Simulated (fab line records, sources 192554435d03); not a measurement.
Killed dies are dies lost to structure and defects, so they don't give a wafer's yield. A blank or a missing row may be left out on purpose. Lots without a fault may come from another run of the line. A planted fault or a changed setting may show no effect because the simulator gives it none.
Which tool did it? | flow n5_finfet | 24 lots, 72 wafers sampled, at 6 steps of a route of 1938

WHAT THE GAUGES READ, wafer by wafer
N5_BEOL_M11_CD_MEAS_28: target cd 70 nm.
lot  | measured     | on        | cd_nm (nm)
L074 | day 10 04:59 | cd_sem-03 | 70.8 68.9 70.6
L075 | day 10 07:22 | cd_sem-01 | 69.7 69.8 70.2
L076 | day 10 11:35 | cd_sem-02 | 69.8 70.7 69.7
L077 | day 10 21:01 | cd_sem-01 | 71.2 70.2 69.0
L078 | day 10 21:52 | cd_sem-02 | 70.0 69.5 70.3
L079 | day 11 06:22 | cd_sem-02 | 68.6 70.1 69.8
L080 | day 11 16:20 | cd_sem-01 | 68.3 69.5 68.5
L081 | day 12 09:06 | cd_sem-03 | 69.9 70.5 70.7
L082 | day 12 15:54 | cd_sem-01 | 69.6 71.5 70.2
L083 | day 13 01:50 | cd_sem-02 | 68.8 68.6 69.8
L085 | day 13 12:43 | cd_sem-02 | 69.0 69.9 68.1
L084 | day 13 12:53 | cd_sem-03 | 69.8 70.2 70.6
L086 | day 13 14:32 | cd_sem-02 | 69.5 70.8 69.5
L088 | day 13 15:08 | cd_sem-03 | 70.9 69.5 70.6
L089 | day 13 22:44 | cd_sem-02 | 69.7 69.3 68.8
L087 | day 13 22:56 | cd_sem-01 | 71.4 70.5 71.7
L090 | day 14 04:32 | cd_sem-01 | 69.6 70.5 70.6
L094 | day 15 03:15 | cd_sem-03 | 68.7 69.1 69.2
L091 | day 15 11:17 | cd_sem-02 | 68.9 68.2 69.2
L093 | day 15 12:05 | cd_sem-02 | 71.5 69.8 71.5
L092 | day 15 12:16 | cd_sem-01 | 69.7 69.0 69.1
L095 | day 16 04:10 | cd_sem-01 | 71.1 70.1 70.8
L096 | day 16 04:20 | cd_sem-02 | 68.8 69.8 71.4
L097 | day 16 10:09 | cd_sem-03 | 70.1 70.8 70.1

N5_BEOL_M12_CD_MEAS_10: target cd 140 nm.
lot  | measured     | on        | cd_nm (nm)
L074 | day 10 10:11 | cd_sem-02 | 143.6 138.6 142.0
L075 | day 10 11:27 | cd_sem-03 | 144.0 142.6 141.9
L076 | day 10 15:10 | cd_sem-01 | 142.1 138.0 140.3
L077 | day 11 00:54 | cd_sem-02 | 135.9 137.7 136.6
L078 | day 11 02:46 | cd_sem-03 | 135.2 138.9 137.8
L079 | day 11 11:32 | cd_sem-02 | 142.7 140.2 141.2
L080 | day 11 20:24 | cd_sem-03 | 141.7 139.3 139.7
L081 | day 12 13:57 | cd_sem-01 | 139.1 139.2 137.7
L082 | day 12 20:59 | cd_sem-02 | 138.2 137.0 139.2
L083 | day 13 06:43 | cd_sem-01 | 142.2 140.2 139.6
L085 | day 13 16:32 | cd_sem-02 | 141.2 138.9 142.0
L084 | day 13 17:50 | cd_sem-02 | 138.1 137.4 136.0
L086 | day 13 18:41 | cd_sem-01 | 139.7 138.1 137.5
L088 | day 13 19:35 | cd_sem-03 | 138.6 135.4 136.8
L089 | day 14 03:49 | cd_sem-03 | 135.6 137.1 135.6
L087 | day 14 03:33 | cd_sem-02 | 141.1 138.9 138.5
L090 | day 14 08:13 | cd_sem-03 | 136.7 136.2 136.5
L094 | day 15 08:53 | cd_sem-02 | 133.8 134.8 135.3
L091 | day 15 15:45 | cd_sem-03 | 139.3 140.0 142.3
L093 | day 15 16:34 | cd_sem-02 | 140.6 139.9 139.4
L092 | day 15 16:44 | cd_sem-02 | 138.0 137.8 136.6
L095 | day 16 07:59 | cd_sem-01 | 142.2 141.4 140.5
L096 | day 16 08:09 | cd_sem-03 | 138.2 137.7 139.2
L097 | day 16 14:48 | cd_sem-02 | 139.2 138.3 140.3

N5_BEOL_M12_OVL_MEAS_11.
lot  | measured     | on         | V11_OVL (nm)
L074 | day 10 10:13 | overlay-01 | -10 -5 -1
L075 | day 10 11:29 | overlay-02 | 4 7 -1
L076 | day 10 15:11 | overlay-02 | -3 13 10
L077 | day 11 00:56 | overlay-02 | -2 -4 3
L078 | day 11 02:47 | overlay-01 | -2 -3 -8
L079 | day 11 11:34 | overlay-02 | 0 -1 7
L080 | day 11 20:26 | overlay-02 | -2 -9 -5
L081 | day 12 13:59 | overlay-01 | -9 -10 -11
L082 | day 12 21:01 | overlay-01 | -7 -7 0
L083 | day 13 06:45 | overlay-02 | 4 -4 -1
L085 | day 13 16:34 | overlay-01 | -1 9 3
L084 | day 13 17:52 | overlay-02 | -2 2 4
L086 | day 13 18:43 | overlay-01 | 2 6 6
L088 | day 13 19:37 | overlay-02 | -4 3 -8
L089 | day 14 03:52 | overlay-02 | -4 -3 -8
L087 | day 14 03:35 | overlay-01 | 6 4 4
L090 | day 14 08:14 | overlay-01 | 2 -5 -3
L094 | day 15 08:55 | overlay-02 | 6 1 7
L091 | day 15 15:47 | overlay-01 | -8 -13 -8
L093 | day 15 16:37 | overlay-01 | 3 2 2
L092 | day 15 16:46 | overlay-01 | -10 -6 -7
L095 | day 16 08:01 | overlay-01 | 3 -5 -1
L096 | day 16 08:11 | overlay-01 | -11 -11 -7
L097 | day 16 14:52 | overlay-02 | 1 5 9

N5_BEOL_M12_INSPECT_12: inspects for defects (macro).
lot  | measured     | on                | raw_defect_count
L074 | day 10 10:14 | defect_inspect-01 | 2 4 2
L075 | day 10 11:30 | defect_inspect-02 | 1 0 2
L076 | day 10 15:13 | defect_inspect-02 | 0 3 0
L077 | day 11 00:57 | defect_inspect-02 | 1 3 0
L078 | day 11 02:49 | defect_inspect-01 | 2 3 1
L079 | day 11 11:35 | defect_inspect-01 | 4 1 2
L080 | day 11 20:28 | defect_inspect-02 | 5 2 3
L081 | day 12 14:00 | defect_inspect-02 | 4 0 2
L082 | day 12 21:03 | defect_inspect-02 | 3 5 2
L083 | day 13 06:46 | defect_inspect-01 | 0 2 2
L085 | day 13 16:35 | defect_inspect-02 | 9 3 2
L084 | day 13 17:53 | defect_inspect-01 | 3 1 1
L086 | day 13 18:45 | defect_inspect-01 | 1 1 1
L088 | day 13 19:38 | defect_inspect-02 | 4 2 2
L089 | day 14 03:53 | defect_inspect-02 | 2 1 1
L087 | day 14 03:37 | defect_inspect-01 | 3 1 5
L090 | day 14 08:16 | defect_inspect-01 | 5 3 0
L094 | day 15 08:56 | defect_inspect-02 | 2 2 2
L091 | day 15 15:49 | defect_inspect-02 | 1 2 1
L093 | day 15 16:38 | defect_inspect-01 | 0 1 3
L092 | day 15 16:47 | defect_inspect-02 | 4 5 2
L095 | day 16 08:02 | defect_inspect-01 | 2 3 2
L096 | day 16 08:13 | defect_inspect-02 | 1 2 4
L097 | day 16 14:53 | defect_inspect-01 | 1 1 1

N5_BEOL_M12_OVL_MEAS_29.
lot  | measured     | on         | M12_OVL (nm)
L074 | day 10 11:15 | overlay-01 | 6 -6 4
L075 | day 10 12:36 | overlay-02 | 15 15 7
L076 | day 10 16:18 | overlay-02 | 14 9 0
L077 | day 11 01:52 | overlay-01 | 12 13 9
L078 | day 11 03:50 | overlay-01 | 6 7 -5
L079 | day 11 12:28 | overlay-02 | 16 2 8
L080 | day 11 21:20 | overlay-02 | 0 -1 -5
L081 | day 12 14:56 | overlay-01 | 1 -4 7
L082 | day 12 21:56 | overlay-02 | 3 -3 -4
L083 | day 13 07:47 | overlay-02 | 12 8 8
L085 | day 13 17:28 | overlay-01 | 6 -5 5
L084 | day 13 18:52 | overlay-02 | 0 0 3
L086 | day 13 19:39 | overlay-01 | -1 5 4
L088 | day 13 21:45 | overlay-02 | 8 15 8
L089 | day 14 05:08 | overlay-01 | 0 4 -5
L087 | day 14 04:44 | overlay-01 | 2 3 8
L090 | day 14 10:17 | overlay-02 | 16 8 6
L094 | day 15 10:37 | overlay-01 | 7 1 5
L091 | day 15 17:10 | overlay-02 | 9 5 2
L093 | day 15 17:49 | overlay-02 | 10 7 8
L092 | day 15 18:03 | overlay-02 | 14 2 7
L095 | day 16 10:10 | overlay-01 | -2 -11 -8
L096 | day 16 10:33 | overlay-02 | 5 11 4
L097 | day 16 16:15 | overlay-01 | 4 6 9

WHICH TOOL RAN EACH LOT (tool, then ch and the chambers of the sampled wafers, then the start)
lot  | N5_BEOL_M11_DESCUM_33
L074 | rie_diel-02 ch 0,2,3, day 10 05:53
L075 | rie_diel-02 ch 1,2, day 10 07:43
L076 | rie_diel-02 ch 0,1,2, day 10 11:40
L077 | rie_diel-05 ch 1,2,3, day 10 21:06
L078 | rie_diel-05 ch 0,3, day 10 21:58
L079 | rie_diel-05 ch 1,3, day 11 06:28
L080 | rie_diel-06 ch 0,2,3, day 11 16:26
L081 | rie_diel-06 ch 0,1,3, day 12 09:11
L082 | rie_diel-02 ch 1,2, day 12 15:59
L083 | rie_diel-05 ch 1,2,3, day 13 01:55
L085 | rie_diel-05 ch 0,1,2, day 13 13:01
L084 | rie_diel-06 ch 1,2, day 13 13:04
L086 | rie_diel-02 ch 0,1,3, day 13 14:41
L088 | rie_diel-06 ch 0,2,3, day 13 15:13
L089 | rie_diel-05 ch 1,2, day 13 22:49
L087 | rie_diel-02 ch 2,3, day 13 23:01
L090 | rie_diel-02 ch 1,2, day 14 04:37
L094 | rie_diel-02 ch 2,3, day 15 03:20
L091 | rie_diel-02 ch 0,1,2, day 15 11:22
L093 | rie_diel-06 ch 1,2, day 15 12:17
L092 | rie_diel-05 ch 1,2, day 15 12:23
L095 | rie_diel-06 ch 1,2,3, day 16 04:16
L096 | rie_diel-05 ch 0,1,3, day 16 04:26
L097 | rie_diel-06 ch 2,3, day 16 10:58
- N5_BEOL_M11_DESCUM_33: chemistry O2, time 7.9 s.

WHAT THE TOOLS THEMSELVES READ (means of the sampled wafers that have a number; where no wafer has one, the mark that the record gives instead)
N5_BEOL_M11_DESCUM_33.
lot  | tool        | drypump_motor_current_A (A) | oes_product_au (a.u.) | rf_vpp_V (V) | showerhead_plenum_p_Torr (Torr) | throttle_valve_pct (%)
L074 | rie_diel-02 | 5.2                         | 0.81                  | 244.0        | 2.18                            | 20.46
L075 | rie_diel-02 | 5.2                         | 0.96                  | 245.1        | 2.22                            | 20.20
L076 | rie_diel-02 | 5.3                         | 0.88                  | 244.8        | 2.21                            | 20.50
L077 | rie_diel-05 | 5.4                         | 0.76                  | 244.5        | 2.15                            | 20.52
L078 | rie_diel-05 | 6.0                         | 0.71                  | 243.4        | 2.04                            | 20.50
L079 | rie_diel-05 | 5.7                         | 0.81                  | 243.8        | 2.15                            | 20.45
L080 | rie_diel-06 | 5.8                         | 0.79                  | 242.7        | 2.07                            | 20.33
L081 | rie_diel-06 | 6.1                         | 0.75                  | 242.6        | 2.11                            | 20.25
L082 | rie_diel-02 | 5.4                         | 0.93                  | 245.3        | 2.21                            | 20.46
L083 | rie_diel-05 | 5.4                         | 0.74                  | 244.2        | 2.14                            | 20.54
L085 | rie_diel-05 | 5.6                         | 0.73                  | 242.6        | 2.07                            | 20.65
L084 | rie_diel-06 | 6.1                         | 0.87                  | 243.3        | 2.09                            | 20.21
L086 | rie_diel-02 | 5.4                         | 0.78                  | 244.7        | 2.18                            | 20.73
L088 | rie_diel-06 | 5.8                         | 0.77                  | 242.9        | 2.06                            | 20.35
L089 | rie_diel-05 | 5.5                         | 0.78                  | 243.1        | 2.12                            | 20.64
L087 | rie_diel-02 | 5.3                         | 0.77                  | 244.5        | 2.17                            | 20.39
L090 | rie_diel-02 | 5.4                         | 0.90                  | 245.3        | 2.21                            | 20.48
L094 | rie_diel-02 | 5.2                         | 0.83                  | 245.2        | 2.18                            | 20.21
L091 | rie_diel-02 | 5.3                         | 0.83                  | 244.9        | 2.20                            | 20.55
L093 | rie_diel-06 | 6.4                         | 0.83                  | 244.1        | 2.14                            | 20.15
L092 | rie_diel-05 | 5.5                         | 0.77                  | 242.9        | 2.12                            | 20.66
L095 | rie_diel-06 | 6.3                         | 0.79                  | 243.5        | 2.13                            | 20.25
L096 | rie_diel-05 | 5.8                         | 0.80                  | 244.5        | 2.16                            | 20.39
L097 | rie_diel-06 | 6.1                         | 0.81                  | 243.6        | 2.08                            | 20.35

THE ANSWER, worked out from the rows above alone
Rule: what is usual is taken from the lots themselves. Put in order of their means at a reading, lots are off if they are a third of the lots or fewer, leave a main group of 4 or more, and stand apart from it by a gap of 3 or more times the standard deviation of the main group's means; of several such gaps the widest counts. A main group whose means are all the same, to the digits that the tables above print for the reading, isn't used. A lot without any number at a reading at which 4 lots or more have one is off too. The other lots that the step has rows for count as sound. The gauges are gone through in route order, then the tools' own readings, and for those a lot's mean is taken as printed above. The first step at which some lot is off is used, and at that step the reading that is off furthest; a lot without a number counts as furthest.
No lot is off at any reading shown: from this, nothing can be told.

WHAT THE SIMULATOR HAD PUT IN
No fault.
